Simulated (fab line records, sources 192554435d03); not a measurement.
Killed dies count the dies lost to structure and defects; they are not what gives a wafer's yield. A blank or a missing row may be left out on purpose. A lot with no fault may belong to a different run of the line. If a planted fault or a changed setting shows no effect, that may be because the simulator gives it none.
fab line records | flow n5Finfet | part 2 of 2: steps 19 to 29 of 29
record: lots: 5 | wafers: 15 | lastDay: 17
route steps=1938 shown BEOL_M3@937
lots untouched by any fault: they come from a run of this same line in which no faults occurred
startH: the number of hours between the record's first day and the start of the first shown wafer of the lot | waitH: time in hours since the lot's previous step | " same as the row above | L1.1+2: a row that stands for several wafers | - no value present, or no start provided | * or withheld: withheld | < > ~ a bound
route shown NAME@n: names a module that has steps shown in the file, with the first one's number in the route | usual: mean/standard deviation of fault-free wafers | same: alike in all rows | chamber/n: place in a boat | sites: each site's reading | _std_site: standard deviation across them | _edge_site: the outer-site mean with the inner-site mean subtracted | radiusMm: for every site, how far away it sits from the centre of the wafer | mask NAME#n: copy n | behind: the tool/chamber that last shaped the wafer | hold: reason for holding the lot/hours on hold/outcome of the hold | device: the n, p or np transistor that did not switch | end of line: tests run on the same wafers once the route is complete | step lacking rows: just its recipe | killed: dies lost to structure and defects at the first sort, not the wafer's yield | map: the dies of a wafer, with x for killed, . for not killed, _ for no die there
set.NAME: the run value of the setting; set.NAME@STEP: its run value at that earlier step | model.NAME: the simulator's own value behind a step, which no gauge read
lots at selected steps of the route; one table per step, one row per wafer
services: from which hour (startH, from the record's first day; less than 0 if before it) a tool's chamber was out of use, for how many hours, and why
== steps ==
step: N5_BEOL_M3_STRIP_19
recipe: chemistry: O2 | powerW: 400 | tempC: 40 | pressureMtorr: 30 | rfFrequencyHz: 6e+07 | biasPowerW: 0 | overashFraction: 0.2 | o2FlowSccm: 225
usual: drypumpMotorCurrentA: 5.6/0.47 | oesProductAu: 0.82/0.087 | rfVppV: 3.6/0.5 | showerheadPlenumPTorr: 2.12/0.085 | throttleValvePct: 16.65/0.21
lot.wafer | tool       | chamber | startH | waitH | drypumpMotorCurrentA | oesProductAu | rfHoursCounterH | rfVppV | showerheadPlenumPTorr | throttleValvePct
L075.1    | rieDiel-03 | 3       | 161.71 | 0.3   | 5.5                  | 0.94         | 9               | 3.5    | 2.24                  | 16.44
L075.4    | "          | 2       | "      | "     | 5.3                  | 0.70         | 232             | 3.0    | 1.98                  | 16.92
L075.5    | "          | 0       | "      | "     | 4.7                  | 0.85         | -               | 4.2    | 2.05                  | 16.44
L076.3    | rieDiel-03 | 0       | 166.57 | 0.1   | 4.7                  | 0.85         | 38              | 3.6    | 2.05                  | 16.44
L076.5    | "          | 2       | "      | "     | 5.4                  | 0.71         | -               | 3.5    | 1.98                  | 16.92
L076.6    | "          | 1       | "      | "     | 6.0                  | 0.72         | -               | 3.7    | 2.16                  | 16.80
L079.2    | rieDiel-02 | 2       | 170.67 | 0.1   | 6.0                  | 0.73         | 160             | 3.8    | 2.19                  | 16.79
L079.4    | "          | 0       | "      | "     | 5.7                  | 0.92         | 15              | 3.4    | 2.07                  | 16.54
L079.6    | "          | 1       | "      | "     | 6.3                  | 0.90         | -               | 3.7    | 2.14                  | 16.37
L084.1    | rieDiel-03 | 1       | 212.95 | 0.1   | 6.1                  | 0.72         | 227             | 3.2    | 2.16                  | 16.81
L084.3    | "          | 2       | "      | "     | 5.3                  | 0.70         | 246             | 3.4    | 1.98                  | 16.96
L084.6    | "          | 1       | "      | "     | 6.0                  | 0.71         | -               | 3.3    | 2.16                  | 16.82
L089.1    | rieDiel-03 | 2       | 252.91 | 0.2   | 5.3                  | 0.97         | 5               | 3.1    | 2.24                  | 16.54
L089.4    | "          | 3       | "      | "     | 5.5                  | 0.89         | 38              | 3.7    | 2.23                  | 16.49
L089.6    | "          | 0       | "      | "     | 4.8                  | 0.82         | -               | 3.5    | 2.04                  | 16.48
step: N5_BEOL_M3_CD_MEAS_18
recipe: pitchNm: 36 | targetCdNm: 18
usual: cdNm: 18.1/0.3
lot.wafer | tool     | chamber | startH | waitH | cdNm
L075.1    | cdSem-02 | -       | 161.78 | 0.0   | 18.1
L075.4    | "        | -       | "      | "     | 17.8
L075.5    | "        | -       | "      | "     | 17.8
L076.3    | cdSem-03 | -       | 166.65 | 0.1   | 17.8
L076.5    | "        | -       | "      | "     | 18.0
L076.6    | "        | -       | "      | "     | 18.4
L079.2    | cdSem-01 | -       | 170.75 | 0.1   | 17.6
L079.4    | "        | -       | "      | "     | 17.5
L079.6    | "        | -       | "      | "     | 17.4
L084.1    | cdSem-03 | -       | 213.02 | 0.0   | 18.8
L084.3    | "        | -       | "      | "     | 18.4
L084.6    | "        | -       | "      | "     | 18.4
L089.1    | cdSem-02 | -       | 252.98 | 0.0   | 18.0
L089.4    | "        | -       | "      | "     | 18.3
L089.6    | "        | -       | "      | "     | 18.4
step: N5_BEOL_M3_COAT_67
recipe: resist: SOC | tempC: 250 | timeS: 60 | spinRpm: 1500 | resistThkNm: 60
usual: resistLineTempC: 23.01/0.12
lot.wafer | tool          | chamber | startH | waitH | resistLineTempC
L075.1    | lithoTrack-01 | 0       | 161.82 | 0.0   | 23.16
L075.4    | "             | 0       | "      | "     | 23.17
L075.5    | "             | 0       | "      | "     | 23.18
L076.3    | lithoTrack-05 | 0       | 166.68 | 0.0   | 22.99
L076.5    | "             | 0       | "      | "     | 23.11
L076.6    | "             | 0       | "      | "     | 23.06
L079.2    | lithoTrack-05 | 0       | 170.78 | 0.0   | 22.97
L079.4    | "             | 0       | "      | "     | 22.85
L079.6    | "             | 0       | "      | "     | 23.02
L084.1    | lithoTrack-05 | 0       | 213.06 | 0.0   | 23.03
L084.3    | "             | 0       | "      | "     | 22.83
L084.6    | "             | 0       | "      | "     | 22.98
L089.1    | lithoTrack-05 | 0       | 253.01 | 0.0   | 22.97
L089.4    | "             | 0       | "      | "     | 22.80
L089.6    | "             | 0       | "      | "     | 22.81
step: N5_BEOL_M3_COAT_68
recipe: resist: SiARC | tempC: 220 | timeS: 60 | spinRpm: 1500 | resistThkNm: 12
usual: resistLineTempC: 23.02/0.097
lot.wafer | tool          | chamber | startH | waitH | resistLineTempC
L075.1    | lithoTrack-01 | 0       | -      | -     | 23.19
L075.4    | "             | 0       | "      | "     | 23.13
L075.5    | "             | 0       | "      | "     | 23.23
L076.3    | lithoTrack-05 | 0       | -      | -     | 23.03
L076.5    | "             | 0       | "      | "     | 22.94
L076.6    | "             | 0       | "      | "     | 23.14
L079.2    | lithoTrack-05 | 0       | -      | -     | 23.07
L079.4    | "             | 0       | "      | "     | 23.10
L079.6    | "             | 0       | "      | "     | 23.15
L084.1    | lithoTrack-05 | 0       | -      | -     | 23.01
L084.3    | "             | 0       | "      | "     | 22.90
L084.6    | "             | 0       | "      | "     | 23.07
L089.1    | lithoTrack-05 | 0       | -      | -     | 22.96
L089.4    | "             | 0       | "      | "     | 22.97
L089.6    | "             | 0       | "      | "     | 23.05
step: N5_BEOL_M3_COAT_76
recipe: resist: underlayer | tempC: 205 | timeS: 60 | spinRpm: 1500 | resistThkNm: 5
usual: resistLineTempC: 22.98/0.1
lot.wafer | tool          | chamber | startH | waitH | resistLineTempC
L075.1    | lithoTrack-01 | 0       | -      | -     | 22.84
L075.4    | "             | 0       | "      | "     | 22.81
L075.5    | "             | 0       | "      | "     | 22.84
L076.3    | lithoTrack-05 | 0       | -      | -     | 22.90
L076.5    | "             | 0       | "      | "     | 22.91
L076.6    | "             | 0       | "      | "     | 23.10
L079.2    | lithoTrack-05 | 0       | -      | -     | 22.95
L079.4    | "             | 0       | "      | "     | 23.09
L079.6    | "             | 0       | "      | "     | 22.94
L084.1    | lithoTrack-05 | 0       | -      | -     | 23.11
L084.3    | "             | 0       | "      | "     | 23.10
L084.6    | "             | 0       | "      | "     | 23.04
L089.1    | lithoTrack-05 | 0       | -      | -     | 22.87
L089.4    | "             | 0       | "      | "     | 23.01
L089.6    | "             | 0       | "      | "     | 22.87
step: N5_BEOL_M3_COAT_22
recipe: resist: CAR-EUV | spinRpm: 1500 | resistThkNm: 30
usual: resistLineTempC: 23.00/0.11
lot.wafer | tool          | chamber | startH | waitH | resistLineTempC
L075.1    | lithoTrack-01 | 0       | -      | -     | 22.89
L075.4    | "             | 0       | "      | "     | 23.00
L075.5    | "             | 0       | "      | "     | 23.00
L076.3    | lithoTrack-05 | 0       | -      | -     | 22.84
L076.5    | "             | 0       | "      | "     | 22.87
L076.6    | "             | 0       | "      | "     | 22.74
L079.2    | lithoTrack-05 | 0       | -      | -     | 23.04
L079.4    | "             | 0       | "      | "     | 23.08
L079.6    | "             | 0       | "      | "     | 22.97
L084.1    | lithoTrack-05 | 0       | -      | -     | 23.07
L084.3    | "             | 0       | "      | "     | 23.04
L084.6    | "             | 0       | "      | "     | 23.06
L089.1    | lithoTrack-05 | 0       | -      | -     | 23.10
L089.4    | "             | 0       | "      | "     | 23.26
L089.6    | "             | 0       | "      | "     | 23.22
step: N5_BEOL_M3_EBR_24
recipe: solvent: PGMEA | ebrWidthMm: 1.5
usual: resistLineTempC: 23.01/0.095
lot.wafer | tool          | chamber | startH | waitH | resistLineTempC
L075.1    | lithoTrack-01 | 0       | -      | -     | 22.97
L075.4    | "             | 0       | "      | "     | 23.08
L075.5    | "             | 0       | "      | "     | 22.89
L076.3    | lithoTrack-05 | 0       | -      | -     | 22.93
L076.5    | "             | 0       | "      | "     | 23.02
L076.6    | "             | 0       | "      | "     | 22.96
L079.2    | lithoTrack-05 | 0       | -      | -     | 22.86
L079.4    | "             | 0       | "      | "     | 23.07
L079.6    | "             | 0       | "      | "     | 22.99
L084.1    | lithoTrack-05 | 0       | -      | -     | 22.80
L084.3    | "             | 0       | "      | "     | 22.72
L084.6    | "             | 0       | "      | "     | 22.79
L089.1    | lithoTrack-05 | 0       | -      | -     | 22.95
L089.4    | "             | 0       | "      | "     | 23.13
L089.6    | "             | 0       | "      | "     | 22.97
step: N5_BEOL_M3_SOFTBAKE_23
recipe: tempC: 110 | timeS: 60 | resist: CAR-EUV
usual: resistLineTempC: 23.00/0.099
lot.wafer | tool          | chamber | startH | waitH | resistLineTempC
L075.1    | lithoTrack-01 | 0       | -      | -     | 22.92
L075.4    | "             | 0       | "      | "     | 22.98
L075.5    | "             | 0       | "      | "     | 23.11
L076.3    | lithoTrack-05 | 0       | -      | -     | 22.94
L076.5    | "             | 0       | "      | "     | 22.97
L076.6    | "             | 0       | "      | "     | 22.88
L079.2    | lithoTrack-05 | 0       | -      | -     | 23.08
L079.4    | "             | 0       | "      | "     | 22.97
L079.6    | "             | 0       | "      | "     | 23.07
L084.1    | lithoTrack-05 | 0       | -      | -     | 23.05
L084.3    | "             | 0       | "      | "     | 22.92
L084.6    | "             | 0       | "      | "     | 22.88
L089.1    | lithoTrack-05 | 0       | -      | -     | 23.11
L089.4    | "             | 0       | "      | "     | 23.09
L089.6    | "             | 0       | "      | "     | 23.00
step: N5_BEOL_M3_EXPOSE_25
recipe: maskId: V2 | na: 0.33 | sourceShape: quasar | sigmaInner: 0.2 | sigmaOuter: 0.8 | polarization: unpolarized | defocusNm: 5 | doseMj: 63
lot.wafer  | tool          | chamber | startH | waitH | mask
L075.1+4+5 | euvScanner-01 | 0       | 161.95 | -     | V2#0
L076.3+5+6 | euvScanner-01 | 0       | 166.84 | -     | V2#0
L079.2+4+6 | euvScanner-01 | 0       | 170.93 | -     | V2#0
L084.1+3+6 | euvScanner-02 | 0       | 213.32 | -     | V2#0
L089.1+4+6 | euvScanner-01 | 0       | 253.30 | -     | V2#0
step: N5_BEOL_M3_PEB_26
recipe: pebTempC: 100 | pebTimeS: 60 | resist: CAR-EUV
usual: resistLineTempC: 23.03/0.1
lot.wafer | tool          | chamber | startH | waitH | resistLineTempC
L075.1    | lithoTrack-01 | 0       | 162.03 | 0.1   | 23.01
L075.4    | "             | 0       | "      | "     | 22.97
L075.5    | "             | 0       | "      | "     | 23.05
L076.3    | lithoTrack-01 | 0       | 166.90 | 0.1   | 23.01
L076.5    | "             | 0       | "      | "     | 22.98
L076.6    | "             | 0       | "      | "     | 22.96
L079.2    | lithoTrack-05 | 0       | 171.00 | 0.1   | 23.14
L079.4    | "             | 0       | "      | "     | 22.97
L079.6    | "             | 0       | "      | "     | 23.09
L084.1    | lithoTrack-05 | 0       | 213.40 | 0.1   | 22.95
L084.3    | "             | 0       | "      | "     | 23.07
L084.6    | "             | 0       | "      | "     | 22.95
L089.1    | lithoTrack-01 | 0       | 253.38 | 0.1   | 22.79
L089.4    | "             | 0       | "      | "     | 22.88
L089.6    | "             | 0       | "      | "     | 22.98
step: N5_BEOL_M3_DEVELOP_27
recipe: developTimeS: 30 | developer: TMAH | resist: CAR-EUV | rinseLiquid: surfactantRinse | dry: airSpin | devTempC: 23
usual: resistLineTempC: 23.00/0.11
lot.wafer | tool          | chamber | startH | waitH | resistLineTempC
L075.1    | lithoTrack-01 | 0       | -      | -     | 22.89
L075.4    | "             | 0       | "      | "     | 23.07
L075.5    | "             | 0       | "      | "     | 23.17
L076.3    | lithoTrack-01 | 0       | -      | -     | 22.99
L076.5    | "             | 0       | "      | "     | 22.93
L076.6    | "             | 0       | "      | "     | 23.05
L079.2    | lithoTrack-05 | 0       | -      | -     | 22.97
L079.4    | "             | 0       | "      | "     | 22.85
L079.6    | "             | 0       | "      | "     | 22.79
L084.1    | lithoTrack-05 | 0       | -      | -     | 23.12
L084.3    | "             | 0       | "      | "     | 23.07
L084.6    | "             | 0       | "      | "     | 23.12
L089.1    | lithoTrack-01 | 0       | -      | -     | 22.95
L089.4    | "             | 0       | "      | "     | 23.16
L089.6    | "             | 0       | "      | "     | 22.95
== services ==
tool          | chamber | startH | hours | kind
euvScanner-01 | -       | 140.86 | 2.2   | repair
rieDiel-03    | 1       | 145.19 | 1.6   | repair
euvScanner-01 | -       | 150.74 | 1.0   | pm
rieDiel-06    | -       | 158.33 | 2.8   | pm
euvScanner-02 | -       | 160.46 | 5.8   | pm
rieDiel-06    | 2       | 163.27 | 9.2   | repair
euvScanner-02 | -       | 167.86 | 1.9   | repair
euvScanner-02 | -       | 169.79 | 1.0   | pm
euvScanner-01 | -       | 173.59 | 6.2   | pm
rieDiel-03    | -       | 177.21 | 0.8   | repair
rieMetal-01   | 1       | 177.48 | 3.6   | repair
euvScanner-01 | -       | 182.29 | 5.2   | repair
rieMetal-01   | -       | 192.91 | 1.4   | pm
euvScanner-01 | -       | 206.84 | 1.0   | pm
rieMetal-02   | 0       | 207.82 | 1.5   | repair
rieDiel-02    | 2       | 214.00 | 6.4   | repair
rieDiel-02    | 1       | 219.30 | 40.8  | repair
rieDiel-03    | 2       | 225.34 | -     | clean
rieDiel-03    | 2       | 225.34 | -     | consumableReplace:focusRing
euvScanner-02 | -       | 225.83 | 1.0   | pm
rieMetal-01   | -       | 239.29 | 14.6  | pm
rieMetal-03   | 0       | 249.06 | 38.5  | repair
euvScanner-02 | -       | 251.58 | 4.6   | pm
rieDiel-06    | 3       | 252.54 | 2.8   | repair
